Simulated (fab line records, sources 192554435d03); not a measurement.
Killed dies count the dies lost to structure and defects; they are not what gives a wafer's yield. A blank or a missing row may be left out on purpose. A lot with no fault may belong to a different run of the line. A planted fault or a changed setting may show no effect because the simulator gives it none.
Chamber matching ; flow n5Finfet ; rieDiel-01 running N5_BEOL_M0_SAQP_STRIP_86: 4 sister chambers
The step strips in N2/H2. 18 wafers are shown with their chamber, then 9 later ones without.

== WAFERS, EACH WITH ITS CHAMBER ==
wafer;chamber;drypumpMotorCurrentA (A);showerheadPlenumPTorr (Torr);throttleValvePct (%)
L074.3;0;5.5;3.42;18.3
L074.5;0;5.6;3.42;18.3
L074.6;1;6.6;3.19;18.5
L078.1;0;5.6;3.42;18.3
L078.5;2;5.7;3.29;19.1
L078.6;1;6.6;3.18;18.6
L082.3;2;5.7;3.29;19.2
L082.4;3;6.6;3.50;19.6
L082.6;0;5.6;3.41;18.3
L087.1;0;5.6;3.41;18.3
L087.4;1;6.6;3.18;18.6
L087.5;0;5.5;3.41;18.3
L090.3;0;5.6;3.41;18.3
L090.4;3;6.6;3.49;19.5
L090.6;2;5.7;3.28;19.2
L091.1;3;6.6;3.49;19.6
L091.5;3;6.6;3.49;19.6
L091.6;2;5.7;3.28;19.2

SIGNATURES, as means of the wafers listed above
reading;chamber 0;chamber 1;chamber 2;chamber 3;scatter within a chamber
drypumpMotorCurrentA;5.571;6.600;5.700;6.600;0.0319
showerheadPlenumPTorr;3.4143;3.1833;3.2850;3.4925;0.00543
throttleValvePct;18.300;18.567;19.175;19.575;0.0393
Rule: for each reading, subtract the chamber's mean from the wafer's reading, divide by that reading's scatter and square the result; add these up over the readings and take the root, which gives the wafer's distance from the chamber. If the next closest chamber is less than 2 further off than the closest, the wafer can't be placed; otherwise it belongs to the closest. The scatter: the root of (the sum of the squares of (reading less its chamber's mean) over the shown wafers, divided by (wafers less chambers)).

== WAFERS MISSING THEIR CHAMBER ==
wafer;drypumpMotorCurrentA (A);showerheadPlenumPTorr (Torr);throttleValvePct (%)
L094.2;6.6;3.17;18.6
L094.4;6.6;3.49;19.6
L094.5;5.7;3.28;19.2
L095.3;6.6;3.17;18.6
L095.5;5.6;3.40;18.4
L095.6;6.6;3.17;18.6
L096.1;6.6;3.48;19.6
L096.4;6.6;3.48;19.6
L096.5;6.6;3.16;18.6

== EACH ONE'S CHAMBER ==
wafer;from the rows above;in truth
L094.2;1;1
L094.4;3;3
L094.5;2;2
L095.3;1;1
L095.5;0;0
L095.6;1;1
L096.1;3;3
L096.4;3;3
L096.5;1;1
Correctly placed: 9 of 9. Can't be placed from these rows: 0. Number placed wrongly: 0.
